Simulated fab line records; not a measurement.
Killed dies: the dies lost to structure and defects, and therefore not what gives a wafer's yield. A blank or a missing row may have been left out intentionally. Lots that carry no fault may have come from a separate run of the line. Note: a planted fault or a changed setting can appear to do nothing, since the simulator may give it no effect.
Which tool is to blame?	flow nandHarc	12 lots, 36 wafers sampled, at 6 steps of a route of 1302

WHAT EACH GAUGE READ, for each wafer
NHARC_P_GATE_INSPECT_68. Usual: rawDefectCount reads 186 (standard deviation 75).
lot	measured	on	rawDefectCount	flag
L956	day 7 05:59	defectInspect-02	158 174 167	
L958	day 7 15:58	defectInspect-01	158 133 168	
L959	day 8 08:09	defectInspect-01	1600 1548 1513	OFF
L960	day 8 18:33	defectInspect-02	185 117 177	
L961	day 9 07:37	defectInspect-02	1573 1509 1511	OFF
L968	day 11 22:28	defectInspect-01	278 157 203	
L969	day 12 17:35	defectInspect-01	133 164 153	
L970	day 12 21:07	defectInspect-02	190 133 134	
L971	day 13 05:43	defectInspect-01	114 161 112	
L972	day 13 19:02	defectInspect-01	240 213 291	
L974	day 15 00:10	defectInspect-01	93 197 219	
L976	day 15 10:17	defectInspect-01	276 142 187	

NHARC_END_SORT_01. Usual: killedAtArray 56, standard deviation 19; killedAtOther 1.0, standard deviation 1.3; killedAtPeriphery 3.8, standard deviation 2.2; killedDies 61, standard deviation 19; killedOpen 3.1, standard deviation 1.9; killedShort 2.3, standard deviation 1.5.
lot	measured	on	killedAtArray	killedAtOther	killedAtPeriphery	killedDies	killedOpen	killedShort	flag
L959	day 27 00:12	prober-01	63 77 72	0 1 1	76 86 83	139 164 156	5 5 2	1 1 3	OFF
L961	day 27 15:47	prober-01	54 57 48	3 1 3	83 93 78	140 151 129	6 1 2	2 2 2	OFF

WHAT TOOL EACH LOT RAN ON (gives the tool, then ch and the chambers of the sampled wafers, and finally the start)
lot	NHARC_P_GATE_STRIP_111	NHARC_P_GATE_DESCUM_61	NHARC_P_GATE_STRIP_76	NHARC_P_GATE_RTA_80
L956	plasmaAsher-02 ch 0,1, day 7 00:12	rieDiel-03 ch 2,3, day 7 01:23	plasmaAsher-02 ch 0,1, day 7 02:02	rtpAnneal-01 ch 0, day 7 05:23
L958	plasmaAsher-02 ch 0,1, day 7 10:03	rieDiel-11 ch 0,1,2, day 7 11:19	plasmaAsher-02 ch 0,1, day 7 11:56	rtpAnneal-02 ch 0, day 7 15:18
L959	plasmaAsher-02 ch 0,1, day 8 01:41	rieDiel-07 ch 1,2, day 8 03:01	plasmaAsher-02 ch 0,1, day 8 03:42	rtpAnneal-02 ch 0, day 8 07:31
L960	plasmaAsher-01 ch 0,1, day 8 12:46	rieDiel-11 ch 0,3, day 8 13:55	plasmaAsher-02 ch 0,1, day 8 14:34	rtpAnneal-02 ch 0, day 8 17:57
L961	plasmaAsher-02 ch 0,1, day 9 01:44	rieDiel-03 ch 2,3, day 9 03:01	plasmaAsher-02 ch 0,1, day 9 03:40	rtpAnneal-01 ch 0, day 9 07:01
L968	plasmaAsher-01 ch 0,1, day 11 16:41	rieDiel-07 ch 1,2, day 11 17:59	plasmaAsher-02 ch 0,1, day 11 18:38	rtpAnneal-01 ch 0, day 11 21:52
L969	plasmaAsher-02 ch 0,1, day 12 11:25	rieDiel-11 ch 0,2,3, day 12 12:46	plasmaAsher-01 ch 0,1, day 12 13:23	rtpAnneal-02 ch 0, day 12 16:58
L970	plasmaAsher-01 ch 0,1, day 12 15:07	rieDiel-11 ch 0,2, day 12 16:31	plasmaAsher-02 ch 1, day 12 17:08	rtpAnneal-01 ch 0, day 12 20:27
L971	plasmaAsher-02 ch 0,1, day 12 23:56	rieDiel-11 ch 2,3, day 13 01:07	plasmaAsher-01 ch 0,1, day 13 01:46	rtpAnneal-02 ch 0, day 13 05:07
L972	plasmaAsher-02 ch 0,1, day 13 13:02	rieDiel-03 ch 0,1,2, day 13 14:19	plasmaAsher-02 ch 0,1, day 13 14:57	rtpAnneal-01 ch 0, day 13 18:25
L974	plasmaAsher-02 ch 0,1, day 14 17:42	rieDiel-11 ch 0,2,3, day 14 19:06	plasmaAsher-02 ch 0,1, day 14 19:43	rtpAnneal-01 ch 0, day 14 23:31
L976	plasmaAsher-01 ch 0,1, day 15 04:28	rieDiel-03 ch 0,1,3, day 15 05:47	plasmaAsher-02 ch 0,1, day 15 06:26	rtpAnneal-01 ch 0, day 15 09:37
- NHARC_P_GATE_STRIP_111: strips in N2/H2, time 250 s.
- NHARC_P_GATE_DESCUM_61: chemistry O2, time 3 s.
- NHARC_P_GATE_STRIP_76: strips in O2.
- NHARC_P_GATE_RTA_80: time 30 s.

AS READ BY THE TOOLS THEMSELVES (means over the sampled wafers that have a number; for cases with no such wafer, the mark the record gives instead)
NHARC_P_GATE_STRIP_111. Usual: drypumpMotorCurrentA 5.8 A, standard deviation 0.42; heaterPowerW 83.1 W, standard deviation 2.9.
lot	tool	drypumpMotorCurrentA (A)	heaterPowerW (W)	flag
L956	plasmaAsher-02	6.3	82.9	
L958	plasmaAsher-02	6.2	81.1	
L959	plasmaAsher-02	6.3	83.2	
L960	plasmaAsher-01	5.5	84.5	
L961	plasmaAsher-02	6.2	80.6	
L968	plasmaAsher-01	5.5	83.3	
L969	plasmaAsher-02	6.3	84.6	
L970	plasmaAsher-01	5.4	83.6	
L971	plasmaAsher-02	6.3	84.8	
L972	plasmaAsher-02	6.3	85.0	
L974	plasmaAsher-02	6.2	83.0	
L976	plasmaAsher-01	5.5	83.5	

NHARC_P_GATE_DESCUM_61. Usual: drypumpMotorCurrentA 5.8 A, standard deviation 0.37; o2FlowSccm 200.0 sccm, standard deviation 0.59; oesProductAu 1.005 a.u., standard deviation 0.011; rfVppV 57.8 V, standard deviation 0.86; showerheadPlenumPTorr 1.95 Torr, standard deviation 0.074; throttleValvePct 11.312 %, standard deviation 0.0082.
lot	tool	drypumpMotorCurrentA (A)	o2FlowSccm (sccm)	oesProductAu (a.u.)	rfVppV (V)	showerheadPlenumPTorr (Torr)	throttleValvePct (%)	flag
L956	rieDiel-03	5.8	199.8	0.994	57.7	1.98	11.306	
L958	rieDiel-11	6.0	199.4	1.022	57.6	1.94	11.315	
L959	rieDiel-07	6.4	200.1	1.008	58.2	1.94	11.314	
L960	rieDiel-11	5.4	200.3	1.005	58.0	1.96	11.304	
L961	rieDiel-03	5.8	200.0	1.008	57.9	1.98	11.317	
L968	rieDiel-07	6.4	200.6	1.000	58.3	1.90	11.315	
L969	rieDiel-11	5.7	200.3	1.012	57.6	2.01	11.307	
L970	rieDiel-11	6.0	200.1	1.012	58.3	2.00	11.324	
L971	rieDiel-11	5.8	200.3	1.007	58.3	2.06	11.312	
L972	rieDiel-03	5.8	200.3	1.006	57.7	1.92	11.313	
L974	rieDiel-11	5.7	199.7	1.006	57.3	2.00	11.309	
L976	rieDiel-03	5.8	200.4	1.011	57.4	1.93	11.308	

NHARC_P_GATE_STRIP_76. Usual: drypumpMotorCurrentA 6.0 A, standard deviation 0.42; heaterPowerW 310 W, standard deviation 12.
lot	tool	drypumpMotorCurrentA (A)	heaterPowerW (W)	flag
L956	plasmaAsher-02	6.2	299	
L958	plasmaAsher-02	6.3	312	
L959	plasmaAsher-02	6.3	312	
L960	plasmaAsher-02	6.3	308	
L961	plasmaAsher-02	6.2	299	
L968	plasmaAsher-02	6.2	306	
L969	plasmaAsher-01	5.4	314	
L970	plasmaAsher-02	6.5	324	
L971	plasmaAsher-01	5.5	314	
L972	plasmaAsher-02	6.2	306	
L974	plasmaAsher-02	6.3	316	
L976	plasmaAsher-02	6.3	318	

NHARC_P_GATE_RTA_80. Usual: wafer_temp_C_max reads 301.3 (standard deviation 0.31).
lot	tool	wafer_temp_C_max	flag
L956	rtpAnneal-01	301.8	
L958	rtpAnneal-02	300.9	
L959	rtpAnneal-02	301.5	
L960	rtpAnneal-02	301.1	
L961	rtpAnneal-01	301.2	
L968	rtpAnneal-01	301.5	
L969	rtpAnneal-02	301.4	
L970	rtpAnneal-01	301.5	
L971	rtpAnneal-02	301.2	
L972	rtpAnneal-01	301.2	
L974	rtpAnneal-01	300.9	
L976	rtpAnneal-01	301.3	

THE ANSWER, worked out from the rows above alone
Rule: take the mean of a lot's wafers that have a number; if it is more than 3 standard deviations from the usual mean, the lot is off. Also off: a lot with no number at a reading for which 4 or more lots have one. The other lots that the step has rows for count as sound. The gauges are gone through in route order, then the tools' own readings, and for those a lot's mean is taken as printed above. At the first step where some lot is off, the reading lying furthest off is the one used; lots without a number count as furthest.
Off, at NHARC_P_GATE_INSPECT_68 on rawDefectCount: L959, L961.
A tool fits if, at a process step before that reading, it ran every lot that is off, and no sound lot after the first of them. The gauges at NHARC_P_GATE_INSPECT_68 aren't tried: what is off there is off at NHARC_END_SORT_01 too, on other tools, and a gauge's error can't cause that. None of those tried fits.

WHAT WAS PUT IN BY THE SIMULATOR
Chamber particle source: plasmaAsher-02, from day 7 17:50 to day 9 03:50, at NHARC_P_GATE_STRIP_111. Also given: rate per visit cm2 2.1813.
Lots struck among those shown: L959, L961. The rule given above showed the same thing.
